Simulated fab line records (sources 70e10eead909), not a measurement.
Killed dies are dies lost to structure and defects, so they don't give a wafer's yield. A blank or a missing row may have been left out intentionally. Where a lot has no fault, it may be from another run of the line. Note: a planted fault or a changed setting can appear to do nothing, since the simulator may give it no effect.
fab line records	flow nand_harc
record lots=7	wafers=21	last_day=23
route steps=1159 shown A_BLC@989 A_M0@994 END@1159
lots with no fault: from the same line, run without faults
start_h: hours from the record's first day to the start of the lot's first wafer shown	wait_h: hours from the lot's prior step to this one	" as in the row above	L1.1+2: a single row standing in for several wafers	- either no value or no given start	* or withheld: withheld	< > ~ a bound
route shown NAME@n: NAME is a module with steps in the file, n the number in the route of the first one	usual: the fault-free wafers' mean and standard deviation	same: alike in all rows	chamber/n: place in a boat	sites: each site's reading	_std_site: their standard deviation	_edge_site: the outer-site mean with the inner-site mean subtracted	radius_mm: for every site, how far away it sits from the centre of the wafer	mask NAME#n: copy n	behind: the tool/chamber that last shaped the wafer	hold: reason for holding the lot/hours on hold/outcome of the hold	device: transistor that didn't switch, given as n, p or np	end of line: tests run on the same wafers once the route is complete	for a step that has no rows: nothing shown but its recipe	killed: at the first sort, the dies lost to defects and structure; wafer yield is something else	map: shows each die of a wafer: x if killed, . if not, _ if none is there
set.NAME: the run value of the setting; set.NAME@STEP: its run value at that earlier step	model.NAME: the simulator's own value behind a step, which no gauge read
lots at selected steps of the route; one table per step, one row per wafer
services: when a tool's chamber went out of use (start_h, in hours from the record's first day, below 0 if earlier), for how many hours, and the reason
## steps
# step NHARC_A_BLC_CVD_24
# recipe target_thk_a=1500	temp_c=300	pressure_torr=40	wf6_flow_sccm=40	h2_flow_sccm=1600	ar_flow_sccm=1560	time_s=434	material=W
# usual heater_power_w=422/25	mfc_h2_sccm=1600/5.1	throttle_valve_pct=7.9/0.35
lot.wafer	tool	chamber	start_h	wait_h	heater_power_w	mfc_h2_sccm	since_wet_clean_h	throttle_valve_pct
L945.1	cvd_w-01	0	-	-	396	1603	85	8.2
L945.2	"	1	"	"	436	1593	85	8.7
L945.3	"	1	"	"	435	1602	-	8.4
L946.1	cvd_w-01	1	-	-	432	1602	103	8.7
L946.2	"	0	"	"	388	1606	103	8.1
L946.3	"	1	"	"	447	1599	-	8.4
L956.2	cvd_w-02	0	-	-	411	1609	68	7.5
L956.4	"	1	"	"	440	1598	-	8.1
L956.5	"	1	"	"	452	1601	-	7.6
L957.4	cvd_w-02	1	-	-	445	1607	-	7.8
L957.3	"	0	"	"	412	1591	-	7.7
L957.5	"	1	"	"	453	1602	-	7.7
L962.1	cvd_w-01	1	-	-	438	1600	4	8.6
L962.2	"	0	"	"	372	1595	4	7.8
L962.5	"	1	"	"	432	1601	-	8.5
L959.2	cvd_w-02	1	-	-	453	1599	114	7.9
L959.3	"	0	"	"	414	1610	-	7.7
L959.5	"	1	"	"	452	1602	-	7.9
L964.2	cvd_w-02	0	-	-	413	1594	115	7.7
L964.4	"	1	"	"	449	1607	-	7.7
L964.5	"	0	"	"	419	1604	-	7.5
# step NHARC_A_BLC_CMP_25
# recipe t_overpolish_s=30	target_thk_nm=150
# usual motor_current_A=12.3/0.78	overpolish_run_s=29.999/0.0098	time_to_endpoint_s=29.2/2.2
lot.wafer	tool	chamber	start_h	wait_h	motor_current_A	overpolish_run_s	time_to_endpoint_s
L945.2	cmp-03	1	390.37	0.4	13.2	29.989	27.6
L945.3	"	2	"	"	10.5	30.021	24.9
L945.1	"	3	"	"	13.0	30.002	29.5
L946.3	cmp-02	3	408.60	0.3	12.8	29.999	32.2
L946.1	"	0	"	"	12.0	29.996	32.3
L946.2	"	2	"	"	12.3	30.001	29.9
L956.2	cmp-04	3	459.36	0.5	11.6	29.994	30.7
L956.4	"	0	"	"	12.4	29.988	28.5
L956.5	"	2	"	"	11.4	30.001	29.8
L957.4	cmp-04	2	477.52	0.4	11.6	29.993	34.3
L957.3	"	0	"	"	13.0	29.989	32.0
L957.5	"	1	"	"	11.8	29.973	30.8
L962.1	cmp-04	3	495.19	0.5	11.1	29.999	28.3
L962.2	"	1	"	"	11.5	30.004	27.0
L962.5	"	3	"	"	11.4	29.996	25.9
L959.3	cmp-03	0	505.36	0.2	12.4	30.003	27.2
L959.2	"	3	"	"	13.1	29.999	29.6
L959.5	"	1	"	"	13.7	29.999	27.3
L964.4	cmp-02	1	505.82	0.3	13.0	29.996	26.7
L964.2	"	2	"	"	13.1	30.017	24.0
L964.5	"	0	"	"	11.6	30.007	26.9
# step NHARC_A_BLC_SRD_27
# step NHARC_A_BLC_INSPECT_28
# usual raw_defect_count=413/100
lot.wafer	tool	chamber	start_h	wait_h	raw_defect_count
L945.1	defect_inspect-02	-	390.77	0.1	423
L945.2	"	-	"	"	663
L945.3	"	-	"	"	484
L946.1	defect_inspect-01	-	409.00	0.1	561
L946.2	"	-	"	"	417
L946.3	"	-	"	"	457
L956.2	defect_inspect-01	-	459.72	0.1	296
L956.4	"	-	"	"	367
L956.5	"	-	"	"	283
L957.3	defect_inspect-02	-	477.90	0.1	280
L957.4	"	-	"	"	491
L957.5	"	-	"	"	491
L962.1	defect_inspect-01	-	495.60	0.1	356
L962.2	"	-	"	"	436
L962.5	"	-	"	"	249
L959.2	defect_inspect-01	-	505.76	0.1	416
L959.3	"	-	"	"	395
L959.5	"	-	"	"	470
L964.2	defect_inspect-02	-	506.20	0.1	521
L964.4	"	-	"	"	539
L964.5	"	-	"	"	558
# step NHARC_A_M0_DEP_00
# recipe target_thk_a=1500	target_thk_nm=150	temp_c=withheld	pressure_torr=5	flow_sccm=200	rf_w=600	material=SiOC
# step NHARC_A_M0_DEHYDRATE_01
# recipe temp_c=150	time_s=120
# step NHARC_A_M0_HMDS_02
# recipe time_s=30
# step NHARC_A_M0_COAT_33
# recipe temp_c=200	time_s=65
# step NHARC_A_M0_COAT_03
# recipe spin_rpm=1500	resist_thk_nm=90
# step NHARC_A_M0_SOFTBAKE_04
# recipe temp_c=105	time_s=55
# step NHARC_A_M0_EBR_05
# step NHARC_A_M0_EXPOSE_06
# recipe na=1.35	target_cd_nm=80	dose_mj=83.25	mask_id=A_M0
# usual focus_offset_nm=-0.1/0.52
lot.wafer	tool	chamber	start_h	wait_h	mask	focus_offset_nm	model.A_M0.overlay_x_nm
L945.1	arfi_scanner-03	0	391.53	-	A_M0#0	0.5	-0.9651
L945.2	"	0	"	"	A_M0#0	-0.2	-0.9651
L945.3	"	0	"	"	A_M0#0	0.3	-0.9651
L946.1	arfi_scanner-03	0	410.19	-	A_M0#0	-1.1	-0.9542
L946.2	"	0	"	"	A_M0#0	0.2	-0.9542
L946.3	"	0	"	"	A_M0#0	-0.6	-0.9542
L956.2	arfi_scanner-03	0	460.57	-	A_M0#0	0.0	8.028
L956.4	"	0	"	"	A_M0#0	0.7	8.028
L956.5	"	0	"	"	A_M0#0	0.6	8.028
L957.3	arfi_scanner-03	0	478.81	-	A_M0#0	-0.4	9.151
L957.4	"	0	"	"	A_M0#0	-0.6	9.151
L957.5	"	0	"	"	A_M0#0	-0.2	9.151
L962.1	arfi_scanner-01	0	496.38	-	A_M0#0	0.2	-0.7514
L962.2	"	0	"	"	A_M0#0	-0.6	-0.7514
L962.5	"	0	"	"	A_M0#0	-0.2	-0.7514
L959.2	arfi_scanner-03	0	506.40	-	A_M0#0	0.0	9.003
L959.3	"	0	"	"	A_M0#0	-0.6	9.003
L959.5	"	0	"	"	A_M0#0	0.1	9.003
L964.2	arfi_scanner-01	0	507.07	-	A_M0#0	0.4	0.6686
L964.4	"	0	"	"	A_M0#0	-0.3	0.6686
L964.5	"	0	"	"	A_M0#0	-1.0	0.6686
# step NHARC_A_M0_PEB_07
# recipe peb_temp_c=100	peb_time_s=65
# step NHARC_A_M0_DEVELOP_08
# recipe develop_time_s=35	dev_temp_c=23
# step NHARC_A_M0_CD_MEAS_09
# recipe target_cd_nm=80	landing_energy_ev=500
# usual cd_nm=80.0/0.61
lot.wafer	tool	chamber	start_h	wait_h	cd_nm
L945.1	cd_sem-01	0	391.67	-	79.9
L945.2	"	0	"	"	80.5
L945.3	"	0	"	"	80.5
L946.1	cd_sem-02	0	410.33	-	80.1
L946.2	"	0	"	"	79.8
L946.3	"	0	"	"	79.6
L956.2	cd_sem-03	0	460.71	-	79.8
L956.4	"	0	"	"	79.5
L956.5	"	0	"	"	80.3
L957.3	cd_sem-01	0	478.94	-	79.3
L957.4	"	0	"	"	80.1
L957.5	"	0	"	"	80.0
L962.1	cd_sem-01	0	496.53	-	81.1
L962.2	"	0	"	"	80.7
L962.5	"	0	"	"	81.2
L959.2	cd_sem-02	0	506.54	-	79.6
L959.3	"	0	"	"	79.5
L959.5	"	0	"	"	79.2
L964.2	cd_sem-01	0	507.21	-	80.4
L964.4	"	0	"	"	80.2
L964.5	"	0	"	"	80.1
# step NHARC_A_M0_OVL_MEAS_10
# recipe pitch_nm=160
# usual overlay_x_nm=-0.1/0.76	overlay_y_nm=0.1/0.72
lot.wafer	tool	chamber	start_h	wait_h	overlay_x_nm	overlay_y_nm
L945.1	overlay-02	-	391.76	-	-1.2	-0.3
L945.2	"	-	"	"	-0.8	0.2
L945.3	"	-	"	"	-1.6	-0.7
L946.1	overlay-02	-	410.42	-	-0.7	0.5
L946.2	"	-	"	"	-0.7	-0.1
L946.3	"	-	"	"	-0.8	0.3
L956.2	overlay-01	-	460.79	-	7.4	0.7
L956.4	"	-	"	"	7.8	0.1
L956.5	"	-	"	"	8.2	0.7
L957.3	overlay-01	-	479.03	-	9.4	0.8
L957.4	"	-	"	"	9.3	0.7
L957.5	"	-	"	"	9.6	0.6
L962.1	overlay-02	-	496.62	-	-0.6	-1.0
L962.2	"	-	"	"	-0.8	-0.6
L962.5	"	-	"	"	-1.0	0.1
L959.2	overlay-01	-	506.62	-	9.1	0.6
L959.3	"	-	"	"	9.4	0.6
L959.5	"	-	"	"	9.2	0.4
L964.2	overlay-01	-	507.30	-	0.4	0.0
L964.4	"	-	"	"	1.1	0.1
L964.5	"	-	"	"	0.8	0.0
# step NHARC_A_M0_INSPECT_11
# usual raw_defect_count=35/16
lot.wafer	tool	chamber	start_h	wait_h	raw_defect_count
L945.1	defect_inspect-01	-	391.80	0.0	24
L945.2	"	-	"	"	23
L945.3	"	-	"	"	37
L946.1	defect_inspect-02	-	410.45	0.0	19
L946.2	"	-	"	"	15
L946.3	"	-	"	"	22
L956.2	defect_inspect-01	-	460.83	0.0	29
L956.4	"	-	"	"	32
L956.5	"	-	"	"	35
L957.3	defect_inspect-01	-	479.07	0.0	17
L957.4	"	-	"	"	15
L957.5	"	-	"	"	16
L962.1	defect_inspect-02	-	496.65	0.0	16
L962.2	"	-	"	"	23
L962.5	"	-	"	"	18
L959.2	defect_inspect-01	-	506.66	0.0	27
L959.3	"	-	"	"	23
L959.5	"	-	"	"	24
L964.2	defect_inspect-02	-	507.33	0.0	63
L964.4	"	-	"	"	56
L964.5	"	-	"	"	48
# step NHARC_END_SORT_01
# recipe temp_c=25
# usual defect_limited_yield=95.5/1.6	killed_at_array=27/11	killed_at_other=0.8/1.1	killed_at_periphery=2.8/1.9	killed_dies=30/11	killed_open=3.3/1.8	killed_short=2.3/1.5	sort_bin_2_pct=1.4/0.68	sort_bin_3_pct=0.27/0.22	sort_bin_4_pct=2.8/0.99	sort_n_pass=647/11	sort_rim_yield_pct=94.3/2.9	sort_yield_pct=95.5/1.6
# same gross_dies=677	sort_bin_5_pct[%]=0	sort_bin_6_pct[%]=0	sort_bin_7_pct[%]=0	sort_bin_8_pct[%]=0	sort_rim_n_gross=106.00
lot.wafer	tool	chamber	start_h	wait_h	defect_limited_yield[%]	killed_at_array	killed_at_other	killed_at_periphery	killed_dies	killed_open	killed_short	sort_bin_2_pct[%]	sort_bin_3_pct[%]	sort_bin_4_pct[%]	sort_n_pass	sort_rim_yield_pct[%]	sort_yield_pct[%]
L945.1	prober-01	0	445.05	2.5	95.6	23	0	7	30	5	4	0.7	0.44	3.2	647	92.5	95.6
L945.2	prober-01	0	445.86	2.8	95.4	27	0	4	31	8	3	1.6	0	3.0	646	94.3	95.4
L945.3	prober-01	0	446.66	3.1	95.6	30	0	0	30	5	3	1.0	0.30	3.1	647	94.3	95.6
L946.1	prober-01	0	460.69	2.5	97.2	14	0	5	19	1	3	1.0	0	1.8	658	97.2	97.2
L946.2	prober-01	0	461.49	2.8	97.6	14	0	2	16	5	0	0.7	0.30	1.3	661	97.2	97.6
L946.3	prober-01	0	462.29	3.1	97.0	18	0	2	20	2	3	1.2	0.15	1.6	657	98.1	97.0
L956.2	prober-01	0	504.25	2.8	95.1	26	3	4	33	3	3	1.3	0	3.5	644	96.2	95.1
L956.4	prober-01	0	505.85	3.4	95.7	28	0	1	29	0	2	1.5	0.30	2.5	648	96.2	95.7
L956.5	prober-01	0	506.64	3.7	94.5	32	3	2	37	6	3	1.6	0.15	3.7	640	97.2	94.5
L957.3	prober-02	0	519.89	3.1	97.8	13	0	2	15	2	2	1.0	0.15	1.0	662	96.2	97.8
L957.4	prober-02	0	520.71	3.5	97.5	14	1	2	17	2	1	0.9	0	1.6	660	97.2	97.5
L957.5	prober-02	0	521.54	3.8	96.8	19	0	3	22	2	6	1.0	0	2.2	655	94.3	96.8
L959.2	prober-01	0	553.01	2.8	95.4	25	1	5	31	4	0	2.1	0.15	2.4	646	97.2	95.4
L959.3	prober-01	0	553.82	3.1	96.8	20	0	2	22	3	2	0.6	0.44	2.2	655	97.2	96.8
L959.5	prober-01	0	555.45	3.7	96.5	21	0	3	24	5	1	1.3	0.15	2.1	653	98.1	96.5
# killed by level:class
L945.1 A_CHANNEL_HOLE_D1:chamber_film_flake=11 A_CONTACT:chamber_film_flake=3 P_CONTACT:chamber_film_flake=2 A_SLIT:chamber_film_flake=2 P_GATE:geometric_particle:short=1 P_GATE:geometric_particle:open=1 P_M0:geometric_particle:short=1 P_M0:geometric_particle:open=1
L945.2 A_CHANNEL_HOLE_D1:chamber_film_flake=8 A_SLIT:chamber_film_flake=8 A_CHANNEL_FILL_D1:geometric_particle:open=2 A_BLC:geometric_particle:open=2 P_CONTACT:geometric_particle:short=1 P_M0:geometric_particle:open=1 P_M1:geometric_particle:open=1 A_ONON_D1:geometric_particle:open=1
L945.3 A_CHANNEL_HOLE_D1:chamber_film_flake=16 A_SLIT:chamber_film_flake=3 A_CHANNEL_FILL_D1:geometric_particle:open=2 A_CONTACT:chamber_film_flake=2 A_ONON_D1:geometric_particle:open=1 A_CHANNEL_HOLE_D1:geometric_particle:short=1 A_CHANNEL_FILL_D1:geometric_particle:short=1 A_BLC:geometric_particle:open=1
L946.1 A_CHANNEL_HOLE_D1:chamber_film_flake=11 P_STI:chamber_film_flake=2 P_STI:geometric_particle:short=1 P_GATE:geometric_particle:open=1 P_CONTACT:geometric_particle:short=1 A_SOURCE_PLATE:unspecified:short=1 A_SLIT:chamber_film_flake=1 A_CONTACT:chamber_film_flake=1
L946.2 A_CHANNEL_HOLE_D1:chamber_film_flake=7 A_M0:geometric_particle:open=4 P_STI:chamber_film_flake=2 A_CONTACT:chamber_film_flake=2 A_CHANNEL_FILL_D1:geometric_particle:open=1
L946.3 A_CHANNEL_HOLE_D1:chamber_film_flake=15 A_ONON_D1:geometric_particle:open=2 P_CONTACT:geometric_particle:short=1 P_M1:geometric_particle:short=1 A_WL_FILL:geometric_particle:short=1
L956.2 A_CHANNEL_HOLE_D1:chamber_film_flake=15 A_STAIRCASE:chamber_film_flake=6 THIN_TSV:chamber_film_flake=2 P_STI:geometric_particle:short=1 P_CONTACT:geometric_particle:open=1 P_M0:geometric_particle:open=1 A_CHANNEL_HOLE_D1:geometric_particle:short=1 A_STAIRCASE:geometric_particle:open=1
L956.4 A_CHANNEL_HOLE_D1:chamber_film_flake=23 A_CONTACT:chamber_film_flake=3 P_STI:geometric_particle:short=1 A_WL_FILL:geometric_particle:short=1 A_STAIRCASE:chamber_film_flake=1
L956.5 A_CHANNEL_HOLE_D1:chamber_film_flake=19 A_WL_FILL:chamber_film_flake=4 A_WL_FILL:geometric_particle:short=2 A_STAIRCASE:chamber_film_flake=2 THIN_TSV:chamber_film_flake=2 P_CONTACT:geometric_particle:open=1 P_M0:geometric_particle:open=1 A_ONON_D1:geometric_particle:open=1
L957.3 A_STAIRCASE:chamber_film_flake=4 A_CHANNEL_HOLE_D1:chamber_film_flake=3 A_CONTACT:chamber_film_flake=3 P_M0:geometric_particle:open=1 A_CHANNEL_FILL_D1:geometric_particle:short=1 A_CONTACT:geometric_particle:open=1 A_M0:geometric_particle:short=1 P_GATE:chamber_film_flake=1
L957.4 A_CONTACT:chamber_film_flake=5 A_STAIRCASE:chamber_film_flake=3 A_CHANNEL_HOLE_D1:chamber_film_flake=2 P_M0:geometric_particle:open=1 A_SOURCE_PLATE:geometric_particle:short=1 A_BLC:geometric_particle:open=1 P_GATE:chamber_film_flake=1 A_ZERO_WELL:chamber_film_flake=1
L957.5 A_CONTACT:chamber_film_flake=8 A_CHANNEL_HOLE_D1:chamber_film_flake=5 P_CONTACT:geometric_particle:short=2 P_CONTACT:geometric_particle:open=1 A_ONON_D1:geometric_particle:short=1 A_CHANNEL_HOLE_D1:geometric_particle:short=1 A_CHANNEL_FILL_D1:geometric_particle:short=1 A_WL_FILL:geometric_particle:short=1
L959.2 A_CHANNEL_HOLE_D1:chamber_film_flake=8 A_CONTACT:chamber_film_flake=6 A_SLIT:chamber_film_flake=4 P_ZERO_WELL:chamber_film_flake=3 A_STAIRCASE:chamber_film_flake=3 A_CHANNEL_FILL_D1:chamber_film_flake=2 P_CONTACT:geometric_particle:open=1 P_M1:geometric_particle:open=1
L959.3 A_CONTACT:chamber_film_flake=6 A_STAIRCASE:chamber_film_flake=4 A_CHANNEL_FILL_D1:chamber_film_flake=3 A_CONTACT:geometric_particle:open=2 A_CHANNEL_HOLE_D1:chamber_film_flake=2 P_CONTACT:geometric_particle:short=1 A_CHANNEL_FILL_D1:geometric_particle:open=1 A_CONTACT:geometric_particle:short=1
L959.5 A_STAIRCASE:chamber_film_flake=5 A_CHANNEL_HOLE_D1:chamber_film_flake=4 A_CHANNEL_FILL_D1:chamber_film_flake=4 A_CONTACT:chamber_film_flake=4 A_CONTACT:geometric_particle:open=3 P_STI:geometric_particle:open=1 P_GATE:geometric_particle:short=1 A_CHANNEL_FILL_D1:geometric_particle:open=1
## services
tool	chamber	start_h	hours	kind
arfi_scanner-01	-	368.91	4.0	pm
cmp-02	-	371.54	0.8	repair
cmp-03	-	377.37	0.6	repair
cvd_w-02	-	377.54	13.0	pm
cvd_w-02	0	377.54	13.0	vent_cycle
cvd_w-02	1	377.54	13.0	vent_cycle
cmp-04	-	378.84	1.7	repair
cmp-02	-	380.14	0.9	repair
cvd_w-02	0	390.54	-	clean
cvd_w-02	1	390.54	-	clean
cmp-04	-	399.00	4.0	pm
cmp-02	-	422.62	4.0	pm
arfi_scanner-03	-	427.92	0.9	repair
cmp-03	-	439.45	3.4	repair
arfi_scanner-01	-	443.43	0.7	repair
cmp-03	-	449.30	1.0	repair
cmp-03	-	450.34	4.0	pm
cmp-03	-	461.23	0.5	repair
cmp-02	-	461.36	1.0	repair
cmp-04	-	472.46	2.4	repair
cvd_w-01	-	477.57	13.0	pm
arfi_scanner-03	-	484.00	4.0	pm
arfi_scanner-01	-	495.59	0.5	repair
cmp-04	-	497.00	4.0	pm
## key
first_sign step=NHARC_A_M0_OVL_MEAS_10	reading=overlay_x_nm	direction=up	sigmas=12	usual=-0.1	struck=8.8
effect none on later readings
model_effect step=NHARC_A_M0_EXPOSE_06	value=A_M0.overlay_x_nm	without=0.02981	struck=8.727
met_at NHARC_A_M0_EXPOSE_06
struck_wafers L956.2,L956.4,L956.5,L957.3,L957.4,L957.5,L959.2,L959.3,L959.5
onset_between 410.19 460.57
fault kind=scanner_matching_overlay	tool=arfi_scanner-03	chamber=-	onset_h=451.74	steps=NHARC_A_M0_EXPOSE_06	offset=8.6976
